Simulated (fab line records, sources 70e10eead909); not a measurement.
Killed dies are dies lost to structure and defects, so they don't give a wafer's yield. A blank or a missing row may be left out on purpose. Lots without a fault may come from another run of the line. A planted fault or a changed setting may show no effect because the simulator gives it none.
fab line records | flow nand_harc | part 2 of 2: steps 5 to 6 of 6
record lots=19 wafers=57 last_day=34
route steps=1302 shown A_STAIRCASE@719
lots that met no fault: from a run of the same line without faults
start_h: hours from the record's first day to the start of the lot's first wafer shown | wait_h: hours since the lot's step before | " the same as in the row above | L1.1+2: a row that stands for several wafers | - no value, or no start given | * or withheld: withheld | < > ~ a bound
route shown NAME@n: a module of which the file shows steps, and the number in the route of the first | usual: mean/standard deviation of fault-free wafers | same: alike in all rows | chamber/n: place in a boat | sites: the reading at each site | _std_site: their standard deviation | _edge_site: outer sites' mean less inner sites' | radius_mm: how far each site lies from the wafer's centre | mask NAME#n: copy n | behind: the tool/chamber that last shaped the wafer | hold: why the lot was held/for how many hours/how that ended | device: the transistor (n, p or np) that didn't switch | end of line: the same wafers' tests at the end of the route | a step without rows: its recipe alone | killed: dies lost to structure and defects at the first sort, not the wafer's yield | map: a wafer's dies, x killed, . not, _ none there
set.NAME: the setting as run; set.NAME@STEP: as run at that earlier step | model.NAME: the simulator's own value behind a step, which no gauge read
steps of the route over a sample of lots; a table a step, a row a wafer
services: from which hour (start_h, from the record's first day; less than 0 if before it) a tool's chamber was out of use, for how many hours, and why
## steps
# step NHARC_A_STAIRCASE_ETCH_292
# recipe cf4_flow_sccm=100 chf3_flow_sccm=30 ar_flow_sccm=0 rf_w=500 bias_w=200 chemistry=CF4/CHF3
# usual chamber_pressure_mTorr=24.999/0.021 drypump_motor_current_A=5.7/0.33 mfc_ar_sccm=0.010/0.015 oes_product_au=0.932/0.024 rf_vpp_V=370.7/2.6 showerhead_plenum_p_Torr=1.58/0.074 throttle_valve_pct=16.802/0.0091
# columns lot.wafer tool chamber start_h wait_h chamber_pressure_mTorr drypump_motor_current_A mfc_ar_sccm oes_product_au rf_hours_counter_h rf_vpp_V showerhead_plenum_p_Torr throttle_valve_pct
L074.3 rie_diel-04 3 386.54 0.1 24.979 6.2 0.042 0.926 5 368.5 1.50 16.808
L074.1 " 0 " " 25.039 5.7 0.018 0.949 6 375.6 1.67 16.809
L074.6 " 2 " " 24.998 5.6 0 0.920 - 369.0 1.47 16.809
L076.3 rie_diel-09 0 404.06 0.1 25.019 6.0 0.027 0.963 30 374.4 1.68 16.802
L076.2 " 2 " " 25.003 6.2 0 0.967 23 374.0 1.63 16.789
L076.5 " 3 " " 24.996 5.3 0 0.969 - 367.6 1.54 16.797
L077.2 rie_diel-04 0 407.10 0.1 25.009 5.7 0.018 0.938 10 374.2 1.66 16.804
L077.1 " 1 " " 24.962 5.4 0 0.923 10 371.4 1.55 16.803
L077.3 " 2 " " 24.980 5.6 0 0.919 11 364.7 1.47 16.802
L078.4 rie_diel-04 0 426.58 0.1 24.963 5.7 0.018 0.955 15 373.7 1.66 16.790
L078.2 " 1 " " 25.000 5.5 0 0.919 13 370.2 1.55 16.795
L078.6 " 3 " " 24.972 6.2 0.042 0.924 - 368.9 1.50 16.785
L079.3 rie_diel-09 3 430.68 0.1 24.971 5.3 0 0.929 34 369.5 1.53 16.808
L079.6 " 2 " " 24.974 6.2 0 0.921 - 372.7 1.62 16.811
L079.5 " 3 " " 25.024 5.3 0 0.912 - 370.6 1.53 16.800
L080.1 rie_diel-09 3 448.20 0.1 24.993 5.4 0 0.927 42 369.2 1.53 16.796
L080.3 " 0 " " 25.013 6.0 0.027 0.920 41 372.7 1.68 16.812
L080.6 " 2 " " 25.005 6.2 0 0.907 - 372.6 1.62 16.795
L083.3 rie_diel-13 2 465.06 0.1 24.992 5.2 0 0.937 35 372.4 1.62 16.810
L083.4 " 3 " " 24.992 5.2 0 0.906 40 373.8 1.66 16.789
L083.1 " 0 " " 24.985 5.6 0.023 0.932 41 371.0 1.57 16.797
L084.3 rie_diel-09 2 476.04 0.1 24.989 6.2 0 0.908 53 372.5 1.62 16.790
L084.5 " 1 " " 24.980 5.9 0 0.920 - 368.5 1.51 16.790
L084.6 " 2 " " 25.032 6.2 0 0.903 - 372.2 1.62 16.800
L086.1 rie_diel-09 0 489.28 0.1 25.019 6.0 0.027 0.929 57 374.4 1.67 16.812
L086.5 " 0 " " 24.988 6.0 0.027 0.913 - 373.8 1.67 16.808
L086.6 " 1 " " 25.004 5.9 0 0.933 - 368.9 1.51 16.806
L085.1 rie_diel-04 3 491.11 0.1 24.991 6.1 0.042 0.929 36 368.9 1.49 16.801
L085.6 " 2 " " 25.009 5.6 0 0.926 - 367.6 1.46 16.810
L085.5 " 3 " " 25.019 6.2 0.042 0.923 - 367.0 1.49 16.796
L087.1 rie_diel-13 3 500.36 0.1 25.020 5.2 0 0.908 51 372.7 1.66 16.799
L087.3 " 2 " " 25.003 5.2 0 0.932 44 371.7 1.62 16.807
L087.6 " 3 " " 25.021 5.2 0 0.917 - 374.7 1.66 16.803
L089.3 rie_diel-04 3 521.21 0.1 24.975 6.2 0.042 0.930 48 368.2 1.49 16.826
L089.6 " 0 " " 24.998 5.7 0.018 0.944 - 373.8 1.66 16.797
L089.5 " 1 " " 24.980 5.4 0 0.924 - 370.4 1.55 16.805
L088.4 rie_diel-09 3 523.23 0.1 24.981 5.4 0 0.928 8 367.8 1.53 16.805
L088.6 " 1 " " 24.986 5.9 0 0.902 - 369.6 1.51 16.827
L088.5 " 2 " " 25.006 6.2 0 0.909 - 372.4 1.62 16.808
L091.3 rie_diel-04 3 550.34 0.1 25.030 6.2 0.042 0.966 3 368.3 1.49 16.795
L091.5 " 3 " " 24.939 6.2 0.042 0.962 - 366.6 1.49 16.815
L091.6 " 0 " " 25.015 5.7 0.018 1.005 - 373.3 1.65 16.802
L093.1 rie_diel-13 0 573.48 0.1 25.017 5.6 0.023 0.984 15 368.8 1.56 16.804
L093.3 " 1 " " 24.988 5.8 0 0.954 16 365.9 1.47 16.803
L093.6 " 1 " " 25.027 5.8 0 0.962 - 367.9 1.47 16.798
L094.2 rie_diel-04 3 578.00 0.2 24.966 6.2 0.042 0.937 10 367.0 1.49 16.796
L094.4 " 1 " " 25.027 5.4 0 0.896 11 368.5 1.54 16.824
L094.6 " 2 " " 24.972 5.6 0 0.909 - 372.7 1.70 16.806
L095.2 rie_diel-09 1 584.49 0.1 25.057 5.9 0 0.917 23 368.3 1.51 16.806
L095.3 " 2 " " 24.949 6.2 0 0.898 27 373.2 1.61 16.799
L095.5 " 0 " " 25.018 6.1 0.027 0.903 - 373.5 1.67 16.794
L096.3 rie_diel-09 3 600.50 0.1 25.001 5.4 0 0.945 33 368.0 1.52 16.802
L096.2 " 0 " " 25.020 6.0 0.027 0.910 29 373.0 1.66 16.802
L096.1 " 2 " " 24.972 6.2 0 0.904 32 371.2 1.61 16.786
L097.2 rie_diel-04 3 610.41 0.1 25.013 6.2 0.042 0.925 24 368.1 1.48 16.786
L097.4 " 0 " " 25.020 5.7 0.018 0.943 19 372.5 1.65 16.804
L097.6 " 2 " " 24.987 5.6 0 0.926 - 373.8 1.69 16.806
# step NHARC_A_STAIRCASE_ETCHBACK_416
# recipe target_depth_a=360 time_s=7.2 c4f8_flow_sccm=withheld o2_flow_sccm=8 ar_flow_sccm=withheld rf_w=600 bias_w=800 chemistry=C4F8/O2/Ar
# usual chamber_pressure_mTorr=25.000/0.023 oes_product_au=0.932/0.026 rf_vpp_V=724/4.8
# same time_s=7.2
# columns lot.wafer tool chamber start_h wait_h chamber_pressure_mTorr oes_product_au rf_hours_counter_h rf_vpp_V
L074.3 rie_diel-13 3 397.37 2.6 24.995 0.908 18 730
L074.1 " 0 " " 25.003 0.925 21 724
L074.6 " 3 " " 25.023 0.906 - 729
L076.3 rie_diel-13 3 - - 24.972 0.914 21 728
L076.2 " 1 " " 25.020 0.924 23 718
L076.5 " 3 " " 25.009 0.909 - 730
L077.1 rie_diel-13 3 - - 25.001 0.908 22 729
L077.3 " 1 " " 24.981 0.927 24 717
L077.2 " 2 " " 24.987 0.933 17 728
L078.2 rie_diel-04 3 - - 24.974 0.929 19 718
L078.4 " 0 " " 24.989 0.951 19 728
L078.6 " 3 " " 25.001 0.931 - 718
L079.3 rie_diel-09 2 - - 24.977 0.914 42 725
L079.6 " 0 " " 24.989 0.905 - 731
L079.5 " 2 " " 24.965 0.908 - 727
L080.1 rie_diel-04 3 - - 25.061 0.932 28 719
L080.3 " 2 " " 24.964 0.916 31 716
L080.6 " 3 " " 24.987 0.929 - 719
L083.1 rie_diel-13 2 - - 25.055 0.943 40 727
L083.4 " 0 " " 24.994 0.933 46 722
L083.3 " 1 " " 25.007 0.939 46 717
L084.3 rie_diel-04 1 - - 25.019 0.927 33 720
L084.6 " 1 " " 25.005 0.918 - 722
L084.5 " 2 " " 24.994 0.911 - 716
L086.1 rie_diel-13 1 - - 25.026 0.935 51 718
L086.5 " 2 " " 25.025 0.926 - 727
L086.6 " 3 " " 25.002 0.906 - 729
L085.1 rie_diel-13 3 - - 24.998 0.904 51 729
L085.6 " 3 " " 24.961 0.903 - 729
L085.5 " 0 " " 24.962 0.929 - 723
L087.3 rie_diel-09 1 - - 25.023 0.923 0 719
L087.1 " 3 " " 25.017 0.949 0 721
L087.6 " 1 " " 25.015 0.918 - 718
L088.4 rie_diel-13 3 - - 24.983 1.001 2 728
L088.5 " 0 " " 24.984 1.010 - 722
L088.6 " 1 " " 24.981 0.989 - 716
L089.3 rie_diel-13 0 - - 24.993 1.016 2 723
L089.6 " 0 " " 24.987 1.004 - 723
L089.5 " 1 " " 24.986 0.982 - 716
L091.3 rie_diel-09 0 - - 24.957 0.901 19 729
L091.5 " 1 " " 24.999 0.912 - 719
L091.6 " 2 " " 25.018 0.912 - 724
L093.3 rie_diel-04 3 - - 25.023 0.935 11 718
L093.1 " 1 " " 25.010 0.918 12 723
L093.6 " 0 " " 24.972 0.962 - 728
L094.2 rie_diel-09 3 - - 24.979 0.952 28 720
L094.4 " 1 " " 25.001 0.921 24 720
L094.6 " 3 " " 25.005 0.950 - 719
L095.2 rie_diel-13 0 - - 25.017 0.938 23 722
L095.3 " 2 " " 25.015 0.940 25 725
L095.5 " 3 " " 24.997 0.928 - 728
L096.1 rie_diel-04 2 - - 24.993 0.917 24 729
L096.2 " 3 " " 24.994 0.926 24 717
L096.3 " 0 " " 24.990 0.950 19 729
L097.2 rie_diel-09 0 - - 24.971 0.915 34 731
L097.6 " 1 " " 25.043 0.913 - 719
L097.4 " 2 " " 24.969 0.909 - 725
## services
# columns tool chamber start_h hours kind
rie_diel-04 0 353.25 1.8 repair
rie_diel-04 3 353.40 8.5 repair
rie_diel-09 0 353.77 - clean
rie_diel-09 1 353.77 - clean
rie_diel-09 2 353.77 - clean
rie_diel-09 3 353.77 - clean
plasma_asher-02 - 354.26 0.9 repair
rie_diel-09 1 356.47 11.1 repair
rie_diel-04 - 357.14 9.0 pm
rie_diel-09 0 381.03 - clean
rie_diel-09 1 381.03 - clean
rie_diel-13 2 384.14 13.5 repair
plasma_asher-01 - 394.60 2.3 repair
rie_diel-09 1 399.58 2.5 repair
plasma_asher-02 - 426.13 9.0 pm
rie_diel-09 1 443.80 8.7 repair
rie_diel-09 - 497.14 9.0 pm
plasma_asher-01 - 519.19 9.0 pm
rie_diel-13 - 519.23 9.0 pm
rie_diel-04 - 534.14 9.0 pm
rie_diel-13 0 543.73 4.0 repair
plasma_asher-02 - 595.55 1.3 repair
plasma_asher-02 - 603.20 9.0 pm
rie_diel-09 3 620.89 3.2 repair
